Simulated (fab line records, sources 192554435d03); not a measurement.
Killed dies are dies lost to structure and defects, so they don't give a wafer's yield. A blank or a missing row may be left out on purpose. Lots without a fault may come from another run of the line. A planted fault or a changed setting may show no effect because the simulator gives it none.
Which tool did it? | flow n5_finfet | 22 lots, 66 wafers sampled, at 3 steps of a route of 1938

WHAT THE GAUGES READ, wafer by wafer
N5_BEOL_M9_INSPECT_13: inspects for defects (brightfield). Usual: raw_defect_count 454, standard deviation 110.
lot  | measured     | on                | raw_defect_count | flag
L074 | day 10 00:51 | defect_inspect-02 | 344 548 521      |
L075 | day 10 03:47 | defect_inspect-02 | 454 553 486      |
L077 | day 10 03:05 | defect_inspect-01 | 416 413 387      |
L076 | day 10 10:26 | defect_inspect-02 | 381 640 471      |
L079 | day 10 20:57 | defect_inspect-01 | 286 379 452      |
L078 | day 10 23:37 | defect_inspect-01 | 576 592 490      |
L080 | day 11 06:00 | defect_inspect-01 | 325 288 310      |
L082 | day 12 06:35 | defect_inspect-02 | 529 438 376      |
L083 | day 12 10:31 | defect_inspect-01 | 722 377 445      |
L084 | day 12 10:41 | defect_inspect-01 | 337 295 373      |
L085 | day 12 23:05 | defect_inspect-02 | 302 438 385      |
L086 | day 13 06:40 | defect_inspect-01 | 402 485 451      |
L087 | day 13 12:32 | defect_inspect-02 | 693 436 690      |
L088 | day 13 12:44 | defect_inspect-01 | 359 431 306      |
L089 | day 13 10:06 | defect_inspect-02 | 482 433 368      |
L090 | day 14 05:57 | defect_inspect-02 | 459 661 546      |
L093 | day 14 10:53 | defect_inspect-02 | 448 462 650      |
L094 | day 14 22:12 | defect_inspect-01 | 329 446 528      |
L095 | day 15 09:26 | defect_inspect-02 | 341 511 406      |
L096 | day 15 11:38 | defect_inspect-02 | 373 382 478      |
L097 | day 15 13:33 | defect_inspect-02 | 574 356 434      |
L091 | day 16 02:11 | defect_inspect-02 | 425 357 334      |

WHICH TOOL RAN EACH LOT (tool, then ch and the chambers of the sampled wafers, then the start)
lot  | N5_BEOL_M8_CURE_74            | N5_BEOL_M8_ETCH_72
L074 | uv_cure-02 ch 1, day 9 15:51  | rie_diel-04 ch 1,2,3, day 9 18:57
L075 | uv_cure-03 ch 0, day 9 16:11  | rie_diel-01 ch 0,2,3, day 9 22:44
L077 | uv_cure-03 ch 0, day 9 17:28  | rie_diel-04 ch 0,2,3, day 9 22:37
L076 | uv_cure-03 ch 1, day 10 00:09 | rie_diel-04 ch 1,2,3, day 10 03:33
L079 | uv_cure-03 ch 1, day 10 13:26 | rie_diel-01 ch 0,1,2, day 10 16:08
L078 | uv_cure-01 ch 1, day 10 14:17 | rie_diel-04 ch 2,3, day 10 18:05
L080 | uv_cure-02 ch 2, day 10 19:06 | rie_diel-01 ch 0,1, day 10 22:32
L082 | uv_cure-03 ch 1, day 11 20:01 | rie_diel-02 ch 1,2,3, day 12 00:58
L083 | uv_cure-03 ch 2, day 11 23:53 | rie_diel-02 ch 1,2,3, day 12 04:00
L084 | uv_cure-02 ch 2, day 12 00:38 | rie_diel-04 ch 0,1,2, day 12 04:07
L085 | uv_cure-03 ch 0, day 12 14:23 | rie_diel-02 ch 1,2,3, day 12 18:31
L086 | uv_cure-03 ch 2, day 12 17:58 | rie_diel-02 ch 0,2, day 13 00:09
L087 | uv_cure-01 ch 1, day 12 23:29 | rie_diel-04 ch 0,1, day 13 06:22
L088 | uv_cure-02 ch 1, day 12 23:35 | rie_diel-02 ch 0,1,3, day 13 06:34
L089 | uv_cure-02 ch 2, day 13 00:05 | rie_diel-04 ch 0,3, day 13 05:58
L090 | uv_cure-03 ch 2, day 13 20:29 | rie_diel-02 ch 0,1,3, day 13 23:58
L093 | uv_cure-01 ch 0, day 14 00:28 | rie_diel-01 ch 2,3, day 14 04:58
L094 | uv_cure-01 ch 0, day 14 13:28 | rie_diel-02 ch 0,1,2, day 14 16:44
L095 | uv_cure-01 ch 1, day 14 22:43 | rie_diel-04 ch 0,1,2, day 15 04:50
L096 | uv_cure-02 ch 2, day 14 23:31 | rie_diel-04 ch 1,3, day 15 05:17
L097 | uv_cure-03 ch 0, day 15 04:19 | rie_diel-01 ch 2,3, day 15 08:29
L091 | uv_cure-02 ch 1, day 15 17:01 | rie_diel-01 ch 0,2,3, day 15 20:38
- N5_BEOL_M8_CURE_74: cures SiCOH lowk, time 240 s.
- N5_BEOL_M8_ETCH_72: etches underlayer in N2/H2, target depth 6.5 nm, time 5.2 s.

WHAT THE TOOLS THEMSELVES READ (means of the sampled wafers that have a number; where no wafer has one, the mark that the record gives instead)
N5_BEOL_M8_CURE_74. Usual: lamp_power_pct 52.32 %, standard deviation 0.054; wafer_temp_C_max 386.6, standard deviation 0.48.
lot  | tool       | lamp_power_pct (%) | wafer_temp_C_max | flag
L074 | uv_cure-02 | 52.30              | 386.0            |
L075 | uv_cure-03 | 52.31              | 386.2            |
L077 | uv_cure-03 | 52.28              | 386.3            |
L076 | uv_cure-03 | 52.30              | 386.2            |
L079 | uv_cure-03 | 52.31              | 386.6            |
L078 | uv_cure-01 | 52.30              | 386.8            |
L080 | uv_cure-02 | 52.30              | 387.2            |
L082 | uv_cure-03 | 52.36              | 386.5            |
L083 | uv_cure-03 | 52.29              | 386.7            |
L084 | uv_cure-02 | 52.33              | 387.0            |
L085 | uv_cure-03 | 52.34              | 386.5            |
L086 | uv_cure-03 | 52.27              | 387.0            |
L087 | uv_cure-01 | 52.32              | 387.0            |
L088 | uv_cure-02 | 52.32              | 385.8            |
L089 | uv_cure-02 | 52.28              | 386.9            |
L090 | uv_cure-03 | 52.29              | 386.7            |
L093 | uv_cure-01 | 52.34              | 386.6            |
L094 | uv_cure-01 | 52.28              | 387.2            |
L095 | uv_cure-01 | 52.29              | 386.7            |
L096 | uv_cure-02 | 52.27              | 387.0            |
L097 | uv_cure-03 | 52.30              | 386.0            |
L091 | uv_cure-02 | 52.33              | 386.4            |

N5_BEOL_M8_ETCH_72. Usual: drypump_motor_current_A 5.8 A, standard deviation 0.45; etch_rf_on_time_s 5.22 s, standard deviation 0.13; oes_product_au 0.66 a.u., standard deviation 0.075; rf_vpp_V 523.9 V, standard deviation 2.1; showerhead_plenum_p_Torr 2.54 Torr, standard deviation 0.054; throttle_valve_pct 17.89 %, standard deviation 0.22.
lot  | tool        | drypump_motor_current_A (A) | etch_rf_on_time_s (s) | oes_product_au (a.u.) | rf_vpp_V (V) | showerhead_plenum_p_Torr (Torr) | throttle_valve_pct (%) | flag
L074 | rie_diel-04 | 5.7                         | 5.13                  | 0.74                  | 524.5        | 2.57                            | 17.77                  |
L075 | rie_diel-01 | 6.1                         | 5.43                  | 0.61                  | 522.8        | 2.49                            | 18.01                  |
L077 | rie_diel-04 | 5.6                         | 5.23                  | 0.70                  | 523.8        | 2.56                            | 17.72                  |
L076 | rie_diel-04 | 5.7                         | 5.11                  | 0.73                  | 524.1        | 2.57                            | 17.78                  |
L079 | rie_diel-01 | 5.9                         | 5.32                  | 0.65                  | 522.4        | 2.48                            | 18.06                  |
L078 | rie_diel-04 | 5.7                         | 5.18                  | 0.77                  | 525.5        | 2.58                            | 17.65                  |
L080 | rie_diel-01 | 6.0                         | 5.32                  | 0.64                  | 520.7        | 2.47                            | 17.98                  |
L082 | rie_diel-02 | 5.9                         | 5.13                  | 0.62                  | 524.4        | 2.55                            | 17.95                  |
L083 | rie_diel-02 | 5.9                         | 5.17                  | 0.62                  | 526.4        | 2.55                            | 17.95                  |
L084 | rie_diel-04 | 5.6                         | 5.16                  | 0.64                  | 523.8        | 2.54                            | 17.90                  |
L085 | rie_diel-02 | 5.9                         | 5.23                  | 0.61                  | 524.5        | 2.54                            | 17.96                  |
L086 | rie_diel-02 | 6.5                         | 5.22                  | 0.65                  | 526.1        | 2.61                            | 18.09                  |
L087 | rie_diel-04 | 5.4                         | 5.15                  | 0.60                  | 523.6        | 2.52                            | 17.99                  |
L088 | rie_diel-02 | 5.7                         | 5.21                  | 0.64                  | 523.8        | 2.53                            | 17.76                  |
L089 | rie_diel-04 | 5.4                         | 5.15                  | 0.64                  | 523.0        | 2.53                            | 17.86                  |
L090 | rie_diel-02 | 5.7                         | 5.24                  | 0.65                  | 524.7        | 2.53                            | 17.79                  |
L093 | rie_diel-01 | 6.0                         | 5.41                  | 0.67                  | 521.9        | 2.49                            | 17.99                  |
L094 | rie_diel-02 | 6.2                         | 5.25                  | 0.64                  | 525.1        | 2.56                            | 17.98                  |
L095 | rie_diel-04 | 5.6                         | 5.18                  | 0.70                  | 524.1        | 2.52                            | 17.76                  |
L096 | rie_diel-04 | 5.6                         | 5.09                  | 0.68                  | 525.4        | 2.55                            | 18.00                  |
L097 | rie_diel-01 | 6.3                         | 5.26                  | 0.72                  | 525.2        | 2.53                            | 17.83                  |
L091 | rie_diel-01 | 6.1                         | 5.30                  | 0.66                  | 522.0        | 2.48                            | 17.94                  |

THE ANSWER, worked out from the rows above alone
Rule: a lot is off if the mean of its wafers that have a number lies more than 3 standard deviations from the usual mean. A lot without any number at a reading at which 4 lots or more have one is off too. The other lots that the step has rows for count as sound. The gauges are gone through in route order, then the tools' own readings, and for those a lot's mean is taken as printed above. The first step at which some lot is off is used, and at that step the reading that is off furthest; a lot without a number counts as furthest.
No lot is off at any reading shown: from this, nothing can be told.

WHAT THE SIMULATOR HAD PUT IN
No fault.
